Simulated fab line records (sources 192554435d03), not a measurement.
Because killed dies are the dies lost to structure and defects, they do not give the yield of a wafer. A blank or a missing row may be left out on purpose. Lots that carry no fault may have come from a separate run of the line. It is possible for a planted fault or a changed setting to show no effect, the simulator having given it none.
Comparing a struck lot with a sound one	flow n5-finfet	26 steps out of a route of 1938
Sound: these wafers, L121.3, L121.4, L121.5. Wafers L131.1, L131.2, L131.3 were the ones struck. The cause is given at the end.
Order at every step that has rows: each side's tool, ch and its chambers, its first start. Under that, the readings that differ: sound wafers	struck wafers	difference of the means	sigmas: that difference in standard deviations of wafers without a fault.
alike: words and numbers the same on both sides, and readings whose means are apart by under 2 such deviations; not compared: readings that were withheld, readings missing a value for some wafer, numbers with overlapping values and no deviation given by the record, and bounds like >300 which may hide the same value.
Wherever a step has rows on one side only, a row that says differs or no value, or a row with sigmas, the two part there. Numbers that have no deviation but don't overlap get no sigmas and don't part them. A reading that every wafer of one side lacks parts them only if that side has two wafers or more.

first, 3 steps without rows for these wafers: N5_STI_FIN_REVEAL_ALD_14 (deposits Si3N4, target thk 3 nm); N5_STI_FIN_REVEAL_FCVD_FILL_01 (material SiO2 flowable, target thk 312 nm, time 512.2 s); N5_STI_FIN_REVEAL_DENSIFY_02 (time 1800 s).
N5_STI_FIN_REVEAL_CMP_04: polishes, stops on Si3N4, t overpolish 4 s, target thk 131.83 nm.
  sound on cmp-02 ch 0,1,2, day 3 00:58; struck on cmp-02 ch 1,2,3, day 5 11:34
  alike: motor-current-A, overpolish-run-s, time-to-endpoint-s
N5_STI_FIN_REVEAL_THK_MEAS_05:
  sound: film-metro-01 at day 3 01:11; struck: film-metro-01 at day 5 11:52
  alike: thk-nm
N5_STI_FIN_REVEAL_DENSIFY_30:
  sound on rtp-anneal-01 ch 0, day 3 01:17; struck on rtp-anneal-01 ch 0, day 5 11:53
  alike: lamp-power-pct, lamp_zone_4_pct, lamp_zone_6_pct
  not compared: wafer_temp_C_max
N5_STI_FIN_REVEAL_ETCHBACK_08: etches SiO2 in C4F6/O2, target depth 30.5 nm, time 10.167 s.
  sound on rie-diel-03 ch 2,3, day 3 01:26; struck on rie-diel-03 ch 0,2,3, day 5 12:07
  alike: drypump-motor-current-A, oes_o_777_au, oes-product-au, rf-vpp-V, showerhead-plenum-p-Torr, throttle-valve-pct
  not compared: rf-hours-counter-h
N5_STI_FIN_REVEAL_STRIP_24: strips in N2/H2, time 90 s.
  sound on rie-diel-03 ch 2,3, day 3 01:28; struck on rie-diel-03 ch 0,2,3, day 5 12:10
  alike: drypump-motor-current-A, oes-product-au, rf-vpp-V, showerhead-plenum-p-Torr, throttle-valve-pct
  not compared: rf-hours-counter-h
then, 4 steps without rows for these wafers: N5_STI_FIN_REVEAL_PRECLEAN_25 (cleans in SPM, time 90 s); N5_STI_FIN_REVEAL_PRECLEAN_26 (cleans in SC1, time 45 s); N5_STI_FIN_REVEAL_PRECLEAN_29 (cleans in DHF, time 30 s); N5_STI_FIN_REVEAL_SRD_12 (time 30 s).
N5_STI_FIN_REVEAL_RECESS_09: chemistry HF/NH3, target SiO2, afs cycles 11, target depth 42.5 nm, sublimation time 60 s.
  sound on vapor-etch-02 ch 0,1, day 3 02:13; struck on vapor-etch-02 ch 0,1, day 5 12:22
  alike: drypump-motor-current-A
then, 3 steps without rows for these wafers: N5_STI_FIN_REVEAL_STRIP_16 (strips SiNx in H3PO4, target depth 23.8 nm); N5_STI_FIN_REVEAL_PRECLEAN_17 (cleans in NF3:NH3, afs cycles 1, time 20 s, sublimation time 60 s); N5_STI_FIN_REVEAL_ETCH_34 (etches Si in H2, material Si, target depth 0.97 nm).
N5_STI_FIN_REVEAL_OXIDATION_31: chemistry O2 PLASMA REMOTE, time 20 s.
  sound on plasma-asher-01 ch 0,1, day 3 03:51; struck on plasma-asher-01 ch 0,1, day 5 14:32
  alike: drypump-motor-current-A, heater-power-w, o2-flow-sccm, temp-c-max
  not compared: rf-hours-counter-h
then, 6 steps without rows for these wafers: N5_STI_FIN_REVEAL_PRECLEAN_32 (cleans in NF3:NH3, afs cycles 1, time 20 s, sublimation time 60 s); N5_STI_FIN_REVEAL_STRIP_35 (strips Si3N4 in H3PO4, target depth 4 nm, time 39 s); N5_STI_FIN_REVEAL_SRD_21 (time 30 s); N5_STI_FIN_REVEAL_OXIDATION_33 (chemistry O2 PLASMA REMOTE, time 20 s); N5_STI_FIN_REVEAL_CLEAN_19 (cleans in O3/DIW, time 120 s); N5_STI_FIN_REVEAL_SRD_23 (time 30 s).
N5_STI_FIN_REVEAL_CD_MEAS_22: target cd 6.238 nm, pitch 28 nm.
  sound: cd-sem-03 at day 3 04:21; struck: cd-sem-02 at day 5 15:02
  alike: cd-nm
N5_STI_FIN_REVEAL_FIN_H_MEAS_10:
  sound: ocd-02 at day 3 04:23; struck: ocd-02 at day 5 15:04
reading	sound	struck	difference	sigmas
trench-depth-nm (nm)	51.3 53.3 52.2	46.1 46.6 47.7	-5.5	-6
then, 1 step without rows for these wafers: N5_STI_FIN_REVEAL_PRECLEAN_18 (cleans in SC2, time 45 s).

== WHERE THEY PART ==
N5_STI_FIN_REVEAL_FIN_H_MEAS_10 only, going by this record.

WHY: whatever the simulator had introduced
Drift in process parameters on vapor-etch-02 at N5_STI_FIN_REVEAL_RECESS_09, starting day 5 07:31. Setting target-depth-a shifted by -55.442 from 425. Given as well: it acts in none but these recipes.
